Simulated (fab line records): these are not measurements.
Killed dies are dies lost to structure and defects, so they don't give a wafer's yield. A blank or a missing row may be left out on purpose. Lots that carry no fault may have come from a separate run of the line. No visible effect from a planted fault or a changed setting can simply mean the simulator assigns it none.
fab line records	flow n5Finfet
[record] lots = 10	wafers = 30	lastDay = 18
route steps=1938 shown BEOL_M0@734 BEOL_M1@751 BEOL_M4@1111 PASSIVATION@1936
lots untouched by any fault: they come from a run of this same line in which no faults occurred
startH: hours from the record's first day to the start of the lot's first wafer shown	waitH: hours since the lot's step before	" as in the row above	L1.1+2: a single row standing in for several wafers	- no value, or no start was given	* or withheld: withheld	< > ~ a bound
route shown NAME@n: NAME is a module with steps in the file, n the number in the route of the first one	usual: mean/standard deviation of fault-free wafers	same: alike in all rows	chamber/n: place in a boat	sites: per-site readings	_std_site: the values' standard deviation	_edge_site: mean of outer sites minus mean of inner sites	radiusMm: how far each site lies from the wafer's centre	mask NAME#n: copy n	behind: the last tool/chamber to shape the wafer	hold: why the lot was held/for how many hours/how that ended	device: names the non-switching transistor (n, p or np)	end of line: tests run on the same wafers once the route is complete	step lacking rows: just its recipe	killed: at the first sort, the dies lost to defects and structure; wafer yield is something else	map: a wafer's dies, marking killed ones x, the rest . and places with no die _
set.NAME: the setting as run; set.NAME@STEP: as run at that earlier step	model.NAME: the simulator's own value behind a step, which no gauge read
a sample of lots followed through the steps of the route, with each step as a table and each wafer as a row
services: when a tool's chamber went out of use (startH, in hours from the record's first day, below 0 if earlier), for how many hours, and the reason
[[steps]]
[step N5_BEOL_M0_SPUTTER_116]
[recipe] material = Cu	targetThkA = 40	tempC = -20	chamberPressurePa = 0.07	powerW = withheld	timeS = 7.37
[usual] throttleValvePct = 30.2/1.2
lot.wafer	tool	chamber	startH	waitH	throttleValvePct
L909.2	pvdSputter-02	-	128.01	0.1	31.1
L909.5	"	-	"	"	29.1
L909.6	"	-	"	"	30.1
L910.1	pvdSputter-03	-	129.97	0.1	31.0
L910.4	"	-	"	"	31.9
L910.6	"	-	"	"	31.2
L911.2	pvdSputter-01	-	138.65	0.1	29.2
L911.3	"	-	"	"	27.2
L911.4	"	-	"	"	30.5
L917.1	pvdSputter-01	-	175.63	0.3	27.2
L917.3	"	-	"	"	30.6
L917.6	"	-	"	"	30.7
L920.2	pvdSputter-02	-	193.97	0.1	30.8
L920.4	"	-	"	"	30.6
L920.6	"	-	"	"	30.5
L923.1	pvdSputter-02	-	207.74	0.1	30.6
L923.3	"	-	"	"	29.9
L923.4	"	-	"	"	28.9
L924.2	pvdSputter-02	-	214.97	0.1	30.5
L924.3	"	-	"	"	29.3
L924.5	"	-	"	"	30.5
L925.3	pvdSputter-01	-	216.76	0.1	29.0
L925.4	"	-	"	"	30.7
L925.6	"	-	"	"	28.5
L926.2	pvdSputter-03	-	235.67	0.1	31.3
L926.4	"	-	"	"	31.9
L926.6	"	-	"	"	31.2
L930.2	pvdSputter-03	-	259.90	0.1	31.2
L930.3	"	-	"	"	31.3
L930.5	"	-	"	"	31.3
[step N5_BEOL_M0_ANNEAL_135]
[recipe] tempC = 400	timeS = 60	ambient = vacuum
[usual] heaterPowerW = 838/86
lot.wafer	tool	chamber	startH	waitH	heaterPowerW
L909.2	pvdSputter-02	-	128.33	0.0	856
L909.5	"	-	"	"	949
L909.6	"	-	"	"	908
L910.1	pvdSputter-03	-	130.29	0.0	879
L910.4	"	-	"	"	774
L910.6	"	-	"	"	876
L911.2	pvdSputter-01	-	138.97	0.0	757
L911.3	"	-	"	"	774
L911.4	"	-	"	"	601
L917.1	pvdSputter-01	-	175.95	0.0	799
L917.3	"	-	"	"	592
L917.6	"	-	"	"	591
L920.2	pvdSputter-02	-	194.29	0.0	859
L920.4	"	-	"	"	814
L920.6	"	-	"	"	841
L923.1	pvdSputter-02	-	208.06	0.0	842
L923.3	"	-	"	"	937
L923.4	"	-	"	"	912
L924.2	pvdSputter-02	-	215.29	0.0	834
L924.3	"	-	"	"	926
L924.5	"	-	"	"	844
L925.3	pvdSputter-01	-	217.08	0.0	794
L925.4	"	-	"	"	594
L925.6	"	-	"	"	831
L926.2	pvdSputter-03	-	235.99	0.0	881
L926.4	"	-	"	"	766
L926.6	"	-	"	"	864
L930.2	pvdSputter-03	-	260.22	0.0	849
L930.3	"	-	"	"	879
L930.5	"	-	"	"	874
[step N5_BEOL_M1_ILD_DEP_00]
[recipe] material = SiOC	targetThkA = 790	tempC = 350	precursor = DEMS/O2	pressureTorr = 5	rfW = 500	timeS = 15.3
[usual] chamberPressureTorr = 4.999/0.012	heaterPowerW = 510/88	showerheadPlenumPTorr = 5.701/0.012	throttleValvePct = 11.5/0.45
lot.wafer	tool	chamber	startH	waitH	chamberPressureTorr	heaterPowerW	showerheadPlenumPTorr	throttleValvePct
L909.2	pecvd-03	0	129.89	0.0	4.986	450	5.704	12.1
L909.5	"	1	"	"	4.971	443	5.683	11.6
L909.6	"	2	"	"	5.000	553	5.706	11.4
L910.1	pecvd-03	0	131.44	0.0	4.981	451	5.712	11.8
L910.4	"	1	"	"	4.998	499	5.679	11.5
L910.6	"	0	"	"	4.990	459	5.705	12.1
L911.2	pecvd-02	0	140.13	0.0	5.002	563	5.695	11.6
L911.3	"	0	"	"	4.969	573	5.700	11.2
L911.4	"	2	"	"	5.004	534	5.690	11.2
L917.1	pecvd-03	2	177.39	0.0	4.986	548	5.702	11.4
L917.3	"	0	"	"	5.013	477	5.719	12.0
L917.6	"	2	"	"	5.005	554	5.714	11.4
L920.2	pecvd-03	0	195.75	0.0	5.000	472	5.719	12.1
L920.4	"	0	"	"	5.002	480	5.702	12.2
L920.6	"	1	"	"	4.988	410	5.691	11.8
L923.1	pecvd-01	0	210.15	0.0	5.004	716	5.681	11.4
L923.3	"	2	"	"	5.005	456	5.697	11.3
L923.4	"	2	"	"	4.997	475	5.703	11.1
L924.2	pecvd-01	2	216.44	0.0	5.003	451	5.697	11.2
L924.3	"	1	"	"	4.984	546	5.718	12.5
L924.5	"	2	"	"	4.997	445	5.700	11.3
L925.3	pecvd-02	2	218.28	0.0	4.991	577	5.702	11.2
L925.4	"	2	"	"	4.992	567	5.704	10.9
L925.6	"	0	"	"	4.999	583	5.697	11.6
L926.2	pecvd-02	2	237.79	0.0	5.008	574	5.707	11.1
L926.4	"	1	"	"	4.994	308	5.709	11.3
L926.6	"	2	"	"	5.014	581	5.690	11.0
L930.2	pecvd-03	1	261.43	0.0	5.016	455	5.684	11.8
L930.3	"	0	"	"	4.999	512	5.707	12.1
L930.5	"	0	"	"	4.999	500	5.703	11.9
[step N5_BEOL_M1_THK_MEAS_01]
[recipe] reads = SiOC_of_BEOL_M1_ILD_DEP_00
[usual] M1_ILD_THK = 79.3/1.1
lot.wafer	tool	chamber	startH	waitH	M1_ILD_THK[nm]
L909.2	filmMetro-01	-	129.96	0.1	78.3
L909.5	"	-	"	"	79.5
L909.6	"	-	"	"	79.9
L910.1	filmMetro-02	-	131.51	0.0	79.3
L910.4	"	-	"	"	80.7
L910.6	"	-	"	"	80.7
L911.2	filmMetro-01	-	140.21	0.1	79.8
L911.3	"	-	"	"	80.4
L911.4	"	-	"	"	81.2
L917.1	filmMetro-02	-	177.46	0.0	74.0
L917.3	"	-	"	"	75.4
L917.6	"	-	"	"	76.0
L920.2	filmMetro-01	-	195.82	0.1	75.6
L920.4	"	-	"	"	76.0
L920.6	"	-	"	"	76.8
L923.1	filmMetro-01	-	210.22	0.0	78.3
L923.3	"	-	"	"	78.3
L923.4	"	-	"	"	79.7
L924.2	filmMetro-02	-	216.51	0.1	79.6
L924.3	"	-	"	"	79.2
L924.5	"	-	"	"	80.5
L925.3	filmMetro-01	-	218.35	0.1	78.5
L925.4	"	-	"	"	79.6
L925.6	"	-	"	"	79.5
L926.2	filmMetro-01	-	237.86	0.1	78.4
L926.4	"	-	"	"	80.2
L926.6	"	-	"	"	79.4
L930.2	filmMetro-02	-	261.50	0.1	78.6
L930.3	"	-	"	"	79.7
L930.5	"	-	"	"	80.5
[step N5_BEOL_M1_HM_DEP_02]
[recipe] material = TiN	targetThkA = 200	tempC = 25	chamberPressurePa = 0.49996
[usual] throttleValvePct = 30.1/1.4
lot.wafer	tool	chamber	startH	waitH	throttleValvePct
L909.2	pvdSputter-03	-	130.79	0.8	31.4
L909.5	"	-	"	"	30.9
L909.6	"	-	"	"	31.8
L910.1	pvdSputter-03	-	132.07	0.5	31.5
L910.4	"	-	"	"	31.3
L910.6	"	-	"	"	31.6
L911.2	pvdSputter-03	-	141.15	0.9	31.4
L911.3	"	-	"	"	31.1
L911.4	"	-	"	"	31.6
L917.1	pvdSputter-01	-	178.99	1.5	27.3
L917.3	"	-	"	"	28.7
L917.6	"	-	"	"	28.8
L920.2	pvdSputter-01	-	197.40	1.5	27.3
L920.4	"	-	"	"	29.0
L920.6	"	-	"	"	29.0
L923.1	pvdSputter-02	-	211.26	1.0	30.3
L923.3	"	-	"	"	29.1
L923.4	"	-	"	"	30.9
L924.2	pvdSputter-01	-	217.24	0.7	29.0
L924.3	"	-	"	"	30.7
L924.5	"	-	"	"	28.4
L925.3	pvdSputter-03	-	218.90	0.5	31.2
L925.4	"	-	"	"	31.3
L925.6	"	-	"	"	31.5
L926.2	pvdSputter-02	-	238.46	0.6	29.4
L926.4	"	-	"	"	30.8
L926.6	"	-	"	"	30.7
L930.2	pvdSputter-02	-	262.10	0.6	29.3
L930.3	"	-	"	"	30.2
L930.5	"	-	"	"	30.8
[step N5_BEOL_M4_RC_MEAS_101]
[usual] DIBL_N = 36.4/2	DIBL_P = 36.1/2.5	IOFF_N = 0.16/0.037	IOFF_P = 0.20/0.038	ION_N = 670/13	ION_P = 459/8.3	SS_N = 71.6/0.69	SS_P = 73.3/0.72	VT_N = 250/3.4	VT_P = -251/3.1
lot.wafer	tool	chamber	startH	waitH	DIBL_N[mV/V]	DIBL_P[mV/V]	IOFF_N[nA/um]	IOFF_P[nA/um]	ION_N[uA/um]	ION_P[uA/um]	SS_N[mV/dec]	SS_P[mV/dec]	VT_N[mV]	VT_P[mV]
L910.1	prober-01	0	174.66	0.0	35.9	36.2	0.15	0.18	662	449	71.2	73.6	251	-252
L910.4	"	0	"	"	36.8	37.7	0.17	0.21	678	462	71.3	73.8	250	-249
L910.6	"	0	"	"	33.4	33.5	0.12	0.15	659	454	70.8	73.1	251	-253
L909.2	prober-02	0	177.38	0.2	39.1	41.0	0.19	0.25	673	457	72.4	73.9	251	-250
L909.5	"	0	"	"	42.8	44.9	0.27	0.32	691	466	72.8	75.0	246	-248
L909.6	"	0	"	"	39.8	39.7	0.20	0.21	665	449	72.5	73.8	248	-252
L911.2	prober-01	0	179.75	0.2	34.5	33.9	0.12	0.16	665	454	71.7	72.6	255	-255
L911.3	"	0	"	"	36.0	36.7	0.16	0.21	681	467	72.5	72.8	247	-249
L911.4	"	0	"	"	32.3	32.2	0.10	0.14	654	457	70.5	71.8	256	-255
L917.1	prober-02	0	219.64	0.2	36.4	36.5	0.15	0.20	657	457	71.6	73.8	252	-250
L917.3	"	0	"	"	39.9	38.3	0.24	0.22	651	447	74.4	73.4	249	-252
L917.6	"	0	"	"	38.9	39.8	0.22	0.28	679	466	71.7	73.7	246	-245
L920.2	prober-01	0	236.05	0.2	37.7	36.5	0.17	0.21	657	454	72.8	74.1	248	-252
L920.4	"	0	"	"	36.1	35.0	0.15	0.20	664	457	71.1	73.9	248	-251
L920.6	"	0	"	"	38.8	37.2	0.21	0.25	681	464	72.5	74.4	245	-251
L923.1	prober-02	0	250.97	0.0	39.1	39.9	0.23	0.28	689	468	72.3	74.1	244	-245
L923.3	"	0	"	"	34.5	33.9	0.13	0.17	662	451	71.2	72.6	250	-253
L923.4	"	0	"	"	38.9	38.1	0.21	0.23	670	459	72.5	73.4	247	-250
L925.3	prober-02	0	271.31	0.3	37.8	36.1	0.15	0.22	676	467	72.1	73.2	249	-249
L925.4	"	0	"	"	38.4	36.1	0.17	0.22	679	465	72.0	73.1	250	-248
L925.6	"	0	"	"	37.0	35.6	0.15	0.22	685	476	71.7	73.2	249	-250
L924.2	prober-01	0	279.39	0.2	38.5	37.5	0.20	0.24	675	458	72.3	73.6	247	-248
L924.3	"	0	"	"	34.5	32.4	0.12	0.15	657	453	70.6	73.1	256	-257
L924.5	"	0	"	"	37.0	36.0	0.15	0.21	662	451	71.0	73.9	250	-251
L926.2	prober-01	0	290.48	0.2	37.0	39.0	0.17	0.27	674	469	71.6	73.9	252	-246
L926.4	"	0	"	"	35.0	34.6	0.12	0.20	654	461	71.4	72.7	254	-250
L926.6	"	0	"	"	35.4	36.6	0.13	0.22	661	467	71.2	73.8	253	-247
L930.2	prober-01	0	304.50	0.2	36.7	36.9	0.18	0.19	676	455	71.4	74.0	246	-254
L930.3	"	0	"	"	37.6	36.4	0.17	0.18	668	445	71.6	73.9	247	-255
L930.5	"	0	"	"	35.3	34.9	0.13	0.17	651	452	70.8	72.3	251	-256
[step N5_PASSIVATION_PROBE_49]
[usual] defectLimitedYield = 91.2/1.6	killed_at_M0_to_M3 = 34/11	killed_at_M4_up = 13/5.2	killedAtContacts = 13/6.3	killedAtFrontEnd = 40/14	killedAtOther = 3.2/2.4	killedDies = 104/19	killedOpen = 69/14	killedShort = 32/7.5	sort_bin_4_leakage = 0.00/0.04	sort_bin_5_function = 5.3/1.1	sort_bin_6_memory = 3.2/0.73	sort_bin_8_speed = 0.01/0.038	sortNPass = 1076/19	sortYieldPct = 91.2/1.6
[same] grossDies = 1180	killedAtBackSide = 0
lot.wafer	tool	chamber	startH	waitH	defectLimitedYield[%]	killed_at_M0_to_M3	killed_at_M4_up	killedAtContacts	killedAtFrontEnd	killedAtOther	killedDies	killedOpen	killedShort	sort_bin_4_leakage[%]	sort_bin_5_function[%]	sort_bin_6_memory[%]	sort_bin_8_speed[%]	sortNPass	sortYieldPct[%]
L920.2	prober-02	-	335.71	0.1	90.3	29	23	6	53	4	115	80	35	0	5.6	3.6	0	1065	90.3
L920.4	prober-02	-	335.81	0.2	90.5	33	15	22	37	5	112	76	35	0	6.5	2.4	0	1068	90.5
L920.6	prober-02	-	335.91	0.3	90.8	26	20	12	47	4	109	78	27	0	5.6	3.6	0	1071	90.8
L925.3	prober-01	-	369.46	0.1	91.4	28	17	16	39	2	102	62	37	0	5.3	3.1	0	1078	91.4
L925.4	prober-01	-	369.51	0.2	91.4	40	23	15	24	0	102	67	29	0	5.0	3.1	0	1078	91.4
L925.6	prober-01	-	369.61	0.3	90.9	39	15	16	32	5	107	61	40	0	5.2	3.5	0	1073	90.9
L924.2	prober-01	-	385.02	0.1	89.9	38	16	15	49	1	119	80	38	0	5.3	4.7	0	1061	89.9
L924.3	prober-01	-	385.07	0.1	88.1	68	9	15	45	3	140	89	51	0	6.4	5.2	0	1040	88.1
L924.5	prober-01	-	385.17	0.2	89.0	51	20	9	48	2	130	79	47	0	7.5	3.3	0	1050	89.0
L926.2	prober-01	-	393.39	0.1	88.3	47	13	27	48	3	138	90	44	0	6.4	4.6	0	1042	88.3
L926.4	prober-01	-	393.49	0.2	92.8	21	12	18	31	3	85	49	27	0	4.7	1.8	0	1095	92.8
L926.6	prober-01	-	393.59	0.3	94.2	20	10	17	21	1	69	50	18	0	3.1	2.5	0	1111	94.2
// killed by level:class
L920.2 STI_FIN_REVEAL:geometricParticle:open=15 FIN_SAQP:geometricParticle:open=11 BEOL_M2:geometricParticle:open=7 BEOL_M4:geometricParticle:open=7 FIN_SAQP:geometricParticle:short=6 MOL_CONTACT_COAG:geometricParticle:open=6 BEOL_M0_SAQP:geometricParticle:short=6 BEOL_M0_SAQP:geometricParticle:open=6
L920.4 MOL_CONTACT_COAG:geometricParticle:open=18 BEOL_M0_SAQP:geometricParticle:open=15 BEOL_M4:geometricParticle:open=8 FIN_SAQP:geometricParticle:short=7 STI_FIN_REVEAL:geometricParticle:open=7 BEOL_M0_SAQP:geometricParticle:short=7 FIN_SAQP:geometricParticle:open=4 STI_FIN_REVEAL:geometricParticle:short=4
L920.6 STI_FIN_REVEAL:geometricParticle:open=12 BEOL_M4:geometricParticle:open=12 BEOL_M0_SAQP:geometricParticle:open=11 FIN_SAQP:geometricParticle:open=10 DUMMY_GATE:geometricParticle:open=9 MOL_CONTACT_COAG:geometricParticle:open=7 BEOL_M0_SAQP:geometricParticle:short=7 MOL_CONTACT_COAG:geometricParticle:short=5
L925.3 MOL_CONTACT_COAG:geometricParticle:open=12 BEOL_M4:geometricParticle:open=8 FIN_SAQP:geometricParticle:short=7 GATE_CUT:geometricParticle:short=7 DUMMY_GATE:geometricParticle:open=6 BEOL_M1:geometricParticle:open=6 BEOL_M5:geometricParticle:open=6 STI_FIN_REVEAL:geometricParticle:open=5
L925.4 BEOL_M2:geometricParticle:open=12 BEOL_M4:geometricParticle:open=11 MOL_CONTACT_COAG:geometricParticle:short=8 BEOL_M3:geometricParticle:open=8 FIN_SAQP:geometricParticle:open=6 MOL_CONTACT_COAG:geometricParticle:open=5 BEOL_M0_SAQP:geometricParticle:open=5 FIN_SAQP:geometricParticle:short=4
L925.6 MOL_CONTACT_COAG:geometricParticle:open=10 STI_FIN_REVEAL:geometricParticle:open=10 BEOL_M0_SAQP:geometricParticle:open=9 BEOL_M0_SAQP:geometricParticle:short=9 BEOL_M2:geometricParticle:short=8 MOL_CONTACT_COAG:geometricParticle:short=6 BEOL_M2:geometricParticle:open=6 GATE_CUT:geometricParticle:short=4
L924.2 BEOL_M0_SAQP:geometricParticle:open=15 FIN_SAQP:geometricParticle:open=14 MOL_CONTACT_COAG:geometricParticle:open=10 GATE_CUT:geometricParticle:short=9 BEOL_M0_SAQP:geometricParticle:short=9 BEOL_M4:geometricParticle:open=9 DUMMY_GATE:geometricParticle:open=8 FIN_SAQP:geometricParticle:short=5
L924.3 BEOL_M0_SAQP:geometricParticle:short=16 BEOL_M2:geometricParticle:open=14 FIN_SAQP:geometricParticle:open=13 BEOL_M0_SAQP:geometricParticle:open=12 BEOL_M1:geometricParticle:open=11 BEOL_M3:geometricParticle:open=11 FIN_SAQP:geometricParticle:short=9 MOL_CONTACT_COAG:geometricParticle:short=8
L924.5 FIN_SAQP:geometricParticle:open=14 BEOL_M3:geometricParticle:open=12 BEOL_M0_SAQP:geometricParticle:open=11 FIN_SAQP:geometricParticle:short=10 BEOL_M4:geometricParticle:open=9 BEOL_M0_SAQP:geometricParticle:short=8 MOL_CONTACT_COAG:geometricParticle:short=6 DUMMY_GATE:geometricParticle:open=5
L926.2 MOL_CONTACT_COAG:geometricParticle:open=20 FIN_SAQP:geometricParticle:short=13 BEOL_M3:geometricParticle:open=11 FIN_SAQP:geometricParticle:open=8 STI_FIN_REVEAL:geometricParticle:open=7 MOL_CONTACT_COAG:geometricParticle:short=7 BEOL_M0_SAQP:geometricParticle:short=7 BEOL_M0_SAQP:geometricParticle:open=6
L926.4 MOL_CONTACT_COAG:geometricParticle:open=15 HKMG_FIN:areaEtch=6 BEOL_M4:geometricParticle:open=5 DUMMY_GATE:geometricParticle:open=4 BEOL_M2:geometricParticle:short=4 BEOL_M3:geometricParticle:open=4 STI_FIN_REVEAL:geometricParticle:open=3 SDB:geometricParticle:short=3
L926.6 MOL_CONTACT_COAG:geometricParticle:open=13 BEOL_M1:geometricParticle:open=8 STI_FIN_REVEAL:geometricParticle:open=4 MOL_CONTACT_COAG:geometricParticle:short=4 BEOL_M0_SAQP:geometricParticle:open=4 FIN_SAQP:geometricParticle:open=3 GATE_CUT:geometricParticle:short=3 BEOL_M4:geometricParticle:open=3
[[services]]
tool	chamber	startH	hours	kind
pecvd-01	1	126.99	2.1	scheduledDown
pecvd-01	-	127.62	5.5	pm
pecvd-02	1	139.84	2.1	scheduledDown
pecvd-03	0	147.79	2.1	scheduledDown
pecvd-03	2	149.92	5.5	scheduledDown
pecvd-03	2	158.56	2.1	scheduledDown
pecvd-03	-	161.84	1.6	repair
pecvd-03	2	202.38	-	clean
pecvd-03	2	202.38	-	consumableReplace:showerhead
pecvd-03	2	202.38	29.0	scheduledDown
pecvd-03	2	202.38	29.0	ventCycle
pecvd-03	0	235.93	5.5	scheduledDown
pecvd-01	-	238.21	2.8	pm
pecvd-02	-	240.84	1.9	repair
pecvd-01	-	243.67	0.6	repair
[[key]]
[firstSign] step = N5_BEOL_M1_THK_MEAS_01	reading = M1_ILD_THK	direction = down	sigmas = 3.4	usual = 79.3	struck = 75.6
effect none on later readings
metAt N5_BEOL_M1_ILD_DEP_00
struckLots L917,L920
notActingAt N5_BEOL_M0_SPUTTER_116,N5_BEOL_M0_ANNEAL_135,N5_BEOL_M1_HM_DEP_02
onsetBetween 131.44 177.39
[fault] kind = processParameterDrift	tool = pecvd-03	chamber = -	onsetH = 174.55	steps = N5_BEOL_M1_ILD_DEP_00	channel = timeS	offset = *	shape = step	endH = 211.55	actsIn = *	stated = *
